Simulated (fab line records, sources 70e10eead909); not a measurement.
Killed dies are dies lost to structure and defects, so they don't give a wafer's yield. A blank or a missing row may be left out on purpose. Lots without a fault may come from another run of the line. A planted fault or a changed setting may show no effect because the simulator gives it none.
fab line records | flow nand_harc
record lots=13 wafers=39 last_day=32
route steps=1302 shown A_STAIRCASE@853 END@1302
lots that met no fault: from a run of the same line without faults
start_h: hours from the record's first day to the start of the lot's first wafer shown | wait_h: hours since the lot's step before | " the same as in the row above | L1.1+2: a row that stands for several wafers | - no value, or no start given | * or withheld: withheld | < > ~ a bound
route shown NAME@n: a module of which the file shows steps, and the number in the route of the first | usual: mean/standard deviation of fault-free wafers | same: alike in all rows | chamber/n: place in a boat | sites: the reading at each site | _std_site: their standard deviation | _edge_site: outer sites' mean less inner sites' | radius_mm: how far each site lies from the wafer's centre | mask NAME#n: copy n | behind: the tool/chamber that last shaped the wafer | hold: why the lot was held/for how many hours/how that ended | device: the transistor (n, p or np) that didn't switch | end of line: the same wafers' tests at the end of the route | a step without rows: its recipe alone | killed: dies lost to structure and defects at the first sort, not the wafer's yield | map: a wafer's dies, x killed, . not, _ none there
set.NAME: the setting as run; set.NAME@STEP: as run at that earlier step | model.NAME: the simulator's own value behind a step, which no gauge read
steps of the route over a sample of lots; a table a step, a row a wafer
services: from which hour (start_h, from the record's first day; less than 0 if before it) a tool's chamber was out of use, for how many hours, and why
## steps
# step NHARC_A_STAIRCASE_DEP_322
# recipe target_thk_a=72000 temp_c=400 target_thk_nm=7200 teos_flow_sccm=200 rf_w=500 material=SiO2
# usual heater_power_outer_w=378/73 heater_power_w=638/100
# columns lot.wafer tool chamber start_h wait_h heater_power_outer_w heater_power_w
L578.2 pecvd-03 1 423.13 0.1 417 641
L578.5 " 1 " " 347 545
L578.6 " 2 " " 400 668
L577.3 pecvd-02 0 423.17 0.1 381 664
L577.2 " 1 " " 447 732
L577.4 " 0 " " 273 537
L579.3 pecvd-03 2 430.27 0.1 446 762
L579.2 " 1 " " 440 707
L579.6 " 2 " " 394 682
L580.2 pecvd-01 0 441.21 0.1 396 648
L580.3 " 2 " " 451 772
L580.4 " 1 " " 410 698
L584.1 pecvd-02 2 470.02 0.1 392 643
L584.3 " 0 " " 387 650
L584.5 " 0 " " 290 537
L583.2 pecvd-03 2 470.02 0.1 430 736
L583.3 " 1 " " 400 641
L583.5 " 1 " " 340 557
L585.2 pecvd-02 0 490.73 0.1 358 624
L585.5 " 1 " " 425 702
L585.4 " 2 " " 332 577
L594.3 pecvd-03 2 585.61 0.3 511 815
L594.5 " 1 " " 333 541
L594.4 " 2 " " 400 684
L595.3 pecvd-01 1 591.19 0.2 449 746
L595.1 " 2 " " 411 728
L595.5 " 1 " " 453 749
L597.3 pecvd-03 0 612.69 0.1 332 569
L597.1 " 2 " " 497 821
L597.4 " 1 " " 330 545
L598.2 pecvd-01 2 612.69 0.1 448 779
L598.3 " 1 " " 567 896
L598.5 " 0 " " 327 531
L599.3 pecvd-02 2 612.89 0.3 391 653
L599.6 " 1 " " 432 715
L599.5 " 2 " " 335 579
L600.1 pecvd-02 2 629.46 0.2 440 703
L600.3 " 0 " " 280 520
L600.4 " 0 " " 268 510
# step NHARC_A_STAIRCASE_CMP_152
# usual edge_zone_pressure_frac=1.000/0.0049 motor_current_A=12.6/1.2
# columns lot.wafer tool chamber start_h wait_h edge_zone_pressure_frac motor_current_A
L578.2 cmp-03 3 445.59 0.1 1.000 11.8
L578.5 " 3 " " 1.006 11.8
L578.6 " 0 " " 0.999 12.4
L577.4 cmp-01 2 451.50 0.1 1.000 11.5
L577.2 " 3 " " 1.001 12.5
L577.3 " 1 " " 0.990 14.4
L579.3 cmp-02 2 454.97 0.1 0.993 13.6
L579.2 " 0 " " 1.001 12.9
L579.6 " 2 " " 1.000 13.5
L580.2 cmp-01 2 464.63 0.1 0.998 11.0
L580.4 " 3 " " 1.004 12.8
L580.3 " 0 " " 0.999 10.4
L584.1 cmp-03 3 493.97 0.1 0.997 11.7
L584.3 " 1 " " 1.001 12.2
L584.5 " 0 " " 1.001 12.9
L583.2 cmp-02 2 494.08 0.1 - -
L583.3 " 1 " " - -
L583.5 " 2 " " - -
L585.2 cmp-02 2 514.54 0.1 - -
L585.4 " 0 " " - -
L585.5 " 2 " " - -
L594.3 cmp-03 1 610.10 0.1 0.997 13.0
L594.4 " 0 " " 1.005 12.1
L594.5 " 2 " " 1.000 14.3
L595.1 cmp-02 2 610.67 0.1 0.987 14.0
L595.3 " 3 " " 1.009 13.8
L595.5 " 2 " " 0.993 14.0
L598.2 cmp-02 3 633.81 0.1 1.010 13.2
L598.3 " 0 " " 1.011 13.2
L598.5 " 3 " " 0.999 14.3
L599.3 cmp-01 1 633.85 0.1 0.998 13.8
L599.6 " 0 " " 1.005 10.2
L599.5 " 1 " " 1.001 14.0
L597.3 cmp-03 3 634.36 0.1 1.009 12.0
L597.1 " 0 " " 0.998 12.8
L597.4 " 1 " " 0.995 13.2
L600.1 cmp-01 3 651.96 0.1 0.999 13.4
L600.3 " 0 " " 1.001 10.3
L600.4 " 1 " " 0.999 14.3
# step NHARC_A_STAIRCASE_ETCHBACK_157
# recipe target_depth_a=900 over_etch_frac=0.3 time_s=167.14 ion_energy_ev=120 ch3f_flow_sccm=50 o2_flow_sccm=30 ar_flow_sccm=200 rf_w=500 bias_w=100 chemistry=CH3F/O2
# usual drypump_motor_current_A=5.6/0.51 oes_product_au=0.97/0.035 rf_vpp_V=244.7/1.9 showerhead_plenum_p_Torr=2.49/0.12 throttle_valve_pct=20.661/0.0085
# columns lot.wafer tool chamber start_h wait_h drypump_motor_current_A oes_product_au rf_hours_counter_h rf_vpp_V showerhead_plenum_p_Torr throttle_valve_pct
L578.2 rie_diel-11 3 446.44 0.1 5.5 1.01 1 243.2 2.41 20.657
L578.6 " 0 " " 4.7 1.02 - 243.1 2.41 20.663
L578.5 " 2 " " 5.9 0.99 - 244.1 2.44 20.664
L577.2 rie_diel-06 1 452.31 0.1 6.0 1.01 45 242.0 2.28 20.658
L577.3 " 2 " " 5.5 1.01 50 245.7 2.42 20.656
L577.4 " 0 " " 5.7 1.00 45 241.9 2.30 20.673
L579.2 rie_diel-11 3 455.82 0.2 5.5 1.01 5 244.8 2.41 20.660
L579.3 " 0 " " 4.7 1.02 5 243.4 2.41 20.661
L579.6 " 3 " " 5.5 1.02 - 244.1 2.41 20.657
L580.4 rie_diel-11 3 465.45 0.1 5.5 1.01 8 244.1 2.41 20.675
L580.3 " 1 " " 4.9 0.97 5 247.1 2.66 20.663
L580.2 " 2 " " 5.9 0.98 10 244.1 2.44 20.650
L584.3 rie_diel-01 3 494.78 0.1 5.7 0.91 38 242.7 2.42 20.647
L584.1 " 2 " " 6.7 0.93 35 245.6 2.60 20.658
L584.5 " 3 " " 5.7 0.93 - 244.3 2.42 20.654
L583.2 rie_diel-11 0 494.92 0.1 4.7 0.93 23 242.3 2.40 20.645
L583.3 " 1 " " 4.9 0.91 15 247.7 2.65 20.654
L583.5 " 0 " " 4.7 0.94 - 243.0 2.40 20.645
L585.4 rie_diel-11 0 515.34 0.2 4.7 1.00 26 243.3 2.40 20.676
L585.2 " 1 " " 4.9 0.97 18 246.5 2.65 20.671
L585.5 " 1 " " 4.9 0.98 - 246.5 2.65 20.667
L594.3 rie_diel-06 2 610.96 0.2 5.6 1.01 48 243.1 2.39 20.667
L594.4 " 3 " " 5.8 1.01 37 247.5 2.65 20.664
L594.5 " 0 " " 5.8 0.99 - 241.0 2.28 20.651
L595.1 rie_diel-06 3 611.54 0.2 5.8 0.95 37 247.3 2.65 20.655
L595.3 " 1 " " 6.0 0.93 41 246.1 2.64 20.679
L595.5 " 3 " " 5.8 0.94 - 248.0 2.65 20.661
L598.3 rie_diel-06 3 634.63 0.2 5.7 0.97 46 246.8 2.64 20.654
L598.2 " 0 " " 5.8 0.95 56 241.5 2.28 20.658
L598.5 " 2 " " 5.5 0.95 - 243.0 2.39 20.674
L599.3 rie_diel-11 1 634.71 0.2 4.9 1.00 4 248.1 2.64 20.667
L599.5 " 2 " " 6.0 1.01 - 244.5 2.42 20.641
L599.6 " 3 " " 5.5 1.02 - 244.2 2.38 20.675
L597.1 rie_diel-06 1 635.18 0.2 6.0 0.99 50 246.4 2.64 20.657
L597.4 " 2 " " 5.5 1.03 58 242.6 2.39 20.674
L597.3 " 3 " " 5.7 1.02 46 246.8 2.64 20.669
L600.4 rie_diel-11 0 652.84 0.2 4.7 1.01 10 243.0 2.38 20.651
L600.3 " 1 " " 4.9 1.00 7 247.2 2.64 20.662
L600.1 " 2 " " 5.9 1.01 8 243.4 2.42 20.657
# step NHARC_A_STAIRCASE_INSPECT_155
# usual raw_defect_count=452/130
# columns lot.wafer tool chamber start_h wait_h raw_defect_count
L578.2 defect_inspect-02 - 447.39 0.1 427
L578.5 " - " " 578
L578.6 " - " " 454
L577.2 defect_inspect-01 - 453.21 0.1 461
L577.3 " - " " 647
L577.4 " - " " 624
L579.2 defect_inspect-02 - 456.72 0.1 343
L579.3 " - " " 262
L579.6 " - " " 292
L580.2 defect_inspect-02 - 466.34 0.1 640
L580.3 " - " " 380
L580.4 " - " " 348
L584.1 defect_inspect-01 - 495.68 0.1 509
L584.3 " - " " 398
L584.5 " - " " 573
L583.2 defect_inspect-02 - 495.80 0.1 322
L583.3 " - " " 479
L583.5 " - " " 318
L585.2 defect_inspect-02 - 516.24 0.1 738
L585.4 " - " " 385
L585.5 " - " " 615
L594.3 defect_inspect-02 - 611.81 0.1 376
L594.4 " - " " 421
L594.5 " - " " 326
L595.1 defect_inspect-01 - 612.41 0.1 617
L595.3 " - " " 557
L595.5 " - " " 473
L599.3 defect_inspect-02 - 635.55 0.1 501
L599.5 " - " " 409
L599.6 " - " " 356
L598.2 defect_inspect-01 - 635.61 0.1 407
L598.3 " - " " 402
L598.5 " - " " 475
L597.1 defect_inspect-01 - 636.15 0.1 718
L597.3 " - " " 547
L597.4 " - " " 550
L600.1 defect_inspect-02 - 653.74 0.1 520
L600.3 " - " " 357
L600.4 " - " " 467
# step NHARC_END_SORT_01
# recipe temp_c=25
# usual killed_at_array=54/12 killed_at_other=0.7/1.1 killed_at_periphery=3.9/2.8 killed_dies=59/13 killed_open=3.4/2 killed_short=2.5/1.7
# same gross_dies=677
# columns lot.wafer tool chamber start_h wait_h hold killed_at_array killed_at_other killed_at_periphery killed_dies killed_open killed_short
L579.2 prober-01 0 585.91 2.8 - 55 0 10 65 2 3
L579.3 prober-01 0 586.71 3.1 - 53 0 15 68 1 2
L579.6 prober-01 0 589.11 4.0 - 60 0 13 73 3 3
L584.1 prober-01 0 622.73 2.6 - 84 0 3 87 4 1
L584.3 prober-01 0 624.33 3.1 - 63 2 4 69 2 1
L584.5 prober-01 0 625.93 3.7 - 78 2 6 86 2 4
L583.2 prober-02 0 623.46 2.8 await_dispo/0.7h/scrap 674 1 2 677 4 4
L583.3 prober-02 0 624.26 3.1 await_dispo/0.7h/scrap 672 0 5 677 4 2
L583.5 prober-02 0 625.84 3.7 await_dispo/0.7h/scrap 674 2 1 677 3 2
L585.2 prober-02 0 639.53 2.8 await_dispo/7.0h/scrap 672 0 5 677 5 0
L585.4 prober-02 0 641.14 3.4 await_dispo/7.0h/scrap 668 1 8 677 4 5
L585.5 prober-02 0 641.95 3.7 await_dispo/7.0h/scrap 675 0 2 677 2 0
L595.1 prober-01 0 731.57 2.5 - 44 2 4 50 2 3
L595.3 prober-01 0 733.16 3.1 - 37 0 2 39 2 1
L595.5 prober-01 0 734.76 3.7 - 47 1 4 52 5 7
L594.3 prober-02 0 736.62 3.1 - 68 0 2 70 5 5
L594.4 prober-02 0 737.42 3.4 - 61 1 4 66 3 3
L594.5 prober-02 0 738.21 3.7 - 58 0 2 60 3 2
L598.2 prober-01 0 762.24 2.8 - 49 0 3 52 5 2
L598.3 prober-01 0 763.04 3.1 - 38 2 3 43 2 3
L598.5 prober-01 0 764.64 3.7 - 43 4 6 53 4 1
L599.3 prober-01 0 770.93 3.2 - 49 1 2 52 2 3
L599.5 prober-01 0 772.55 3.7 - 49 1 3 53 8 3
L599.6 prober-01 0 773.36 4.0 - 46 0 0 46 2 0
# killed by level:class
L579.2 A_CHANNEL_HOLE_D2:chamber_film_flake=22 A_CHANNEL_HOLE_D1:chamber_film_flake=21 P_BONDPAD:chamber_film_flake=7 P_ZERO_WELL:chamber_film_flake=3 A_CONTACT:chamber_film_flake=3 A_STAIRCASE:chamber_film_flake=2 A_ONON_D1:geometric_particle:short=1 A_DECK1_JOINT:geometric_particle:short=1
L579.3 A_CHANNEL_HOLE_D2:chamber_film_flake=24 A_CHANNEL_HOLE_D1:chamber_film_flake=22 P_BONDPAD:chamber_film_flake=9 A_CONTACT:chamber_film_flake=3 P_GATE:chamber_film_flake=2 A_WL_FILL:chamber_film_flake=2 P_GATE:geometric_particle:short=1 P_CONTACT:geometric_particle:open=1
L579.6 A_CHANNEL_HOLE_D2:chamber_film_flake=35 A_CHANNEL_HOLE_D1:chamber_film_flake=19 P_BONDPAD:chamber_film_flake=6 P_CONTACT:geometric_particle:open=2 P_GATE:chamber_film_flake=2 A_DECK1_JOINT:chamber_film_flake=2 P_STI:geometric_particle:open=1 A_CHANNEL_HOLE_D2:geometric_particle:short=1
L584.1 A_CHANNEL_HOLE_D1:chamber_film_flake=31 A_CHANNEL_HOLE_D2:chamber_film_flake=25 A_STAIRCASE:chamber_film_flake=8 A_CONTACT:chamber_film_flake=8 A_BONDPAD:chamber_film_flake=4 A_M1:chamber_film_flake=2 P_M0:geometric_particle:open=1 A_SOURCE_PLATE:geometric_particle:open=1
L583.2 A_STAIRCASE:area_cmp=623 A_SLIT:chamber_film_flake=22 A_CHANNEL_HOLE_D2:chamber_film_flake=11 A_STAIRCASE:chamber_film_flake=5 A_CHANNEL_HOLE_D1:chamber_film_flake=4 P_M0:geometric_particle:short=1 A_SOURCE_PLATE:geometric_particle:open=1 A_CHANNEL_FILL_D1:geometric_particle:short=1
L583.3 A_STAIRCASE:area_cmp=622 A_SLIT:chamber_film_flake=22 A_STAIRCASE:chamber_film_flake=11 A_CHANNEL_HOLE_D2:chamber_film_flake=7 A_CHANNEL_HOLE_D1:chamber_film_flake=3 A_WL_FILL:geometric_particle:open=2 P_STI:chamber_film_flake=2 A_BONDPAD:chamber_film_flake=2
L584.3 A_CHANNEL_HOLE_D1:chamber_film_flake=24 A_CHANNEL_HOLE_D2:chamber_film_flake=18 A_CONTACT:chamber_film_flake=6 A_BONDPAD:chamber_film_flake=5 A_CHANNEL_FILL_D2:chamber_film_flake=2 A_STAIRCASE:chamber_film_flake=2 A_SLIT:chamber_film_flake=2 THIN_TSV:chamber_film_flake=2
L583.5 A_STAIRCASE:area_cmp=622 A_SLIT:chamber_film_flake=24 A_CHANNEL_HOLE_D2:chamber_film_flake=13 A_BONDPAD:chamber_film_flake=4 A_STAIRCASE:chamber_film_flake=3 A_CHANNEL_HOLE_D1:chamber_film_flake=2 A_CONTACT:chamber_film_flake=2 THIN_TSV:chamber_film_flake=2
L584.5 A_CHANNEL_HOLE_D1:chamber_film_flake=32 A_CHANNEL_HOLE_D2:chamber_film_flake=27 A_CONTACT:chamber_film_flake=6 P_M0:chamber_film_flake=5 A_STAIRCASE:chamber_film_flake=3 A_BONDPAD:chamber_film_flake=3 A_M1:chamber_film_flake=2 A_SOURCE_PLATE:geometric_particle:open=1
L585.2 A_STAIRCASE:area_cmp=617 A_CHANNEL_HOLE_D1:chamber_film_flake=31 A_CHANNEL_HOLE_D2:chamber_film_flake=12 A_WL_FILL:chamber_film_flake=5 A_CONTACT:chamber_film_flake=3 A_CHANNEL_FILL_D1:geometric_particle:open=2 P_GATE:chamber_film_flake=2 P_M0:geometric_particle:open=1
L585.4 A_STAIRCASE:area_cmp=615 A_CHANNEL_HOLE_D1:chamber_film_flake=26 A_CHANNEL_HOLE_D2:chamber_film_flake=13 A_WL_FILL:chamber_film_flake=3 P_CONTACT:geometric_particle:short=2 P_GATE:chamber_film_flake=2 A_CONTACT:chamber_film_flake=2 P_CONTACT:geometric_particle:open=1
L585.5 A_STAIRCASE:area_cmp=630 A_CHANNEL_HOLE_D1:chamber_film_flake=27 A_CHANNEL_HOLE_D2:chamber_film_flake=5 A_CONTACT:chamber_film_flake=5 A_STAIRCASE:chamber_film_flake=2 A_WL_FILL:chamber_film_flake=2 A_CHANNEL_FILL_D2:geometric_particle:open=1 A_CONTACT:geometric_particle:open=1
L595.1 A_CHANNEL_HOLE_D1:chamber_film_flake=29 A_SLIT:chamber_film_flake=5 P_GATE:chamber_film_flake=3 A_CONTACT:chamber_film_flake=3 A_STAIRCASE:chamber_film_flake=2 THIN_TSV:chamber_film_flake=2 A_CHANNEL_HOLE_D1:geometric_particle:open=1 A_ONON_D2:geometric_particle:short=1
L595.3 A_CHANNEL_HOLE_D1:chamber_film_flake=19 A_CONTACT:chamber_film_flake=7 A_STAIRCASE:chamber_film_flake=4 A_CHANNEL_HOLE_D1:geometric_particle:open=2 A_SLIT:chamber_film_flake=2 A_CHANNEL_FILL_D1:geometric_particle:short=1 P_GATE:chamber_film_flake=1 P_M1:chamber_film_flake=1
L595.5 A_CHANNEL_HOLE_D1:chamber_film_flake=24 A_CONTACT:chamber_film_flake=6 A_SLIT:chamber_film_flake=4 A_WL_FILL:geometric_particle:short=3 A_WL_FILL:chamber_film_flake=3 A_STAIRCASE:chamber_film_flake=2 P_CONTACT:geometric_particle:open=1 P_CONTACT:geometric_particle:short=1
L594.3 A_CHANNEL_HOLE_D2:chamber_film_flake=26 A_SLIT:chamber_film_flake=20 A_CHANNEL_HOLE_D1:chamber_film_flake=5 A_CONTACT:chamber_film_flake=4 A_ONON_D1:geometric_particle:open=2 A_M0:geometric_particle:short=2 A_DECK1_JOINT:chamber_film_flake=2 P_GATE:geometric_particle:open=1
L594.4 A_SLIT:chamber_film_flake=25 A_CHANNEL_HOLE_D2:chamber_film_flake=18 A_CHANNEL_HOLE_D1:chamber_film_flake=5 A_CONTACT:chamber_film_flake=5 A_DECK1_JOINT:chamber_film_flake=3 P_CONTACT:geometric_particle:open=1 P_M0:geometric_particle:short=1 A_SOURCE_PLATE:geometric_particle:short=1
L594.5 A_SLIT:chamber_film_flake=23 A_CHANNEL_HOLE_D2:chamber_film_flake=13 A_CHANNEL_HOLE_D1:chamber_film_flake=12 A_CONTACT:chamber_film_flake=5 P_M0:geometric_particle:open=2 A_SOURCE_PLATE:geometric_particle:short=1 A_DECK1_JOINT:geometric_particle:short=1 A_DECK1_JOINT:geometric_particle:open=1
L598.2 A_CHANNEL_HOLE_D1:chamber_film_flake=13 A_SLIT:chamber_film_flake=11 A_CONTACT:chamber_film_flake=7 A_CHANNEL_HOLE_D2:chamber_film_flake=6 A_STAIRCASE:chamber_film_flake=4 P_CONTACT:geometric_particle:open=1 A_ONON_D1:geometric_particle:short=1 A_DECK1_JOINT:geometric_particle:open=1
L598.3 A_CHANNEL_HOLE_D1:chamber_film_flake=16 A_SLIT:chamber_film_flake=9 A_CONTACT:chamber_film_flake=8 A_CHANNEL_HOLE_D2:chamber_film_flake=2 P_GATE:geometric_particle:open=1 P_M0:geometric_particle:short=1 A_ONON_D1:geometric_particle:open=1 A_SGD_CUT:geometric_particle:short=1
L598.5 A_CHANNEL_HOLE_D1:chamber_film_flake=17 A_SLIT:chamber_film_flake=8 A_CONTACT:chamber_film_flake=7 A_CHANNEL_HOLE_D2:chamber_film_flake=4 THIN_TSV:chamber_film_flake=4 P_GATE:chamber_film_flake=3 A_M0:geometric_particle:open=2 P_STI:chamber_film_flake=2
L599.3 A_CHANNEL_HOLE_D2:chamber_film_flake=23 A_SLIT:chamber_film_flake=8 A_STAIRCASE:chamber_film_flake=4 A_CONTACT:chamber_film_flake=4 A_CHANNEL_HOLE_D1:chamber_film_flake=3 A_M1:geometric_particle:open=2 A_ONON_D1:geometric_particle:short=1 A_ONON_D2:geometric_particle:short=1
L599.5 A_CHANNEL_HOLE_D2:chamber_film_flake=19 A_SLIT:chamber_film_flake=8 A_CONTACT:chamber_film_flake=5 A_WL_FILL:chamber_film_flake=3 A_CHANNEL_FILL_D1:geometric_particle:open=2 P_ZERO_WELL:chamber_film_flake=2 A_DECK1_JOINT:chamber_film_flake=2 P_CONTACT:geometric_particle:open=1
L599.6 A_CHANNEL_HOLE_D2:chamber_film_flake=25 A_CONTACT:chamber_film_flake=8 A_SLIT:chamber_film_flake=5 A_STAIRCASE:chamber_film_flake=2 A_ONON_D1:geometric_particle:open=1 A_BLC:geometric_particle:open=1 A_ZERO_WELL:chamber_film_flake=1 A_CHANNEL_HOLE_D1:chamber_film_flake=1
## services
# columns tool chamber start_h hours kind
pecvd-02 - 408.16 13.0 pm
cmp-01 - 410.48 2.2 repair
cmp-03 - 416.31 0.4 repair
cmp-02 - 428.53 4.0 pm
rie_diel-11 - 434.35 9.0 pm
cmp-02 - 441.49 1.1 repair
cmp-03 - 453.20 1.0 repair
cmp-03 - 456.87 4.0 pm
cmp-03 - 461.60 3.0 repair
rie_diel-06 0 471.24 7.3 repair
pecvd-03 1 479.31 8.4 repair
cmp-01 - 479.50 4.0 pm
rie_diel-06 - 484.20 9.0 pm
cmp-01 - 490.36 1.2 repair
pecvd-03 0 504.16 5.4 repair
cmp-02 - 504.31 1.0 repair
cmp-02 - 525.90 1.4 repair
cmp-02 - 527.35 4.0 pm
pecvd-03 - 547.93 13.0 pm
pecvd-02 - 552.46 1.6 repair
pecvd-02 - 589.16 13.0 pm
rie_diel-11 - 611.35 9.0 pm
pecvd-03 - 625.09 0.6 repair
cmp-02 - 625.35 4.0 pm
## key
first_sign step=NHARC_A_STAIRCASE_CMP_152 reading=tool_record direction=missing
effect step=NHARC_END_SORT_01 reading=killed_at_array direction=up sigmas=50 usual=54 struck=672
more_kills_born_at NHARC_A_STAIRCASE_CMP_152@cmp-02=3729
met_at NHARC_A_STAIRCASE_CMP_152
struck_lots L583,L585
later_rows_left_out L583.2,L583.3,L583.5,L585.2,L585.4,L585.5
tester_left_out L583,L585
not_acting_at NHARC_A_STAIRCASE_DEP_322,NHARC_A_STAIRCASE_ETCHBACK_157,NHARC_A_STAIRCASE_INSPECT_155
onset_between 454.97 494.08
fault kind=skipped_step_whole tool=cmp-02 chamber=- onset_h=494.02 steps=NHARC_A_STAIRCASE_CMP_152 scope=struck_lots_only
# tester_left_out: of these lots the tester's yield and bins aren't shown, on N5 and GAA mostly nor the transistor test; their killed dies are dies lost to structure and defects alone, not to doping, threshold or leakage, so they don't give the yield
# later_rows_left_out: the simulator's readings of these wafers behind a module that went badly wrong aren't trusted and aren't shown, but for the sort
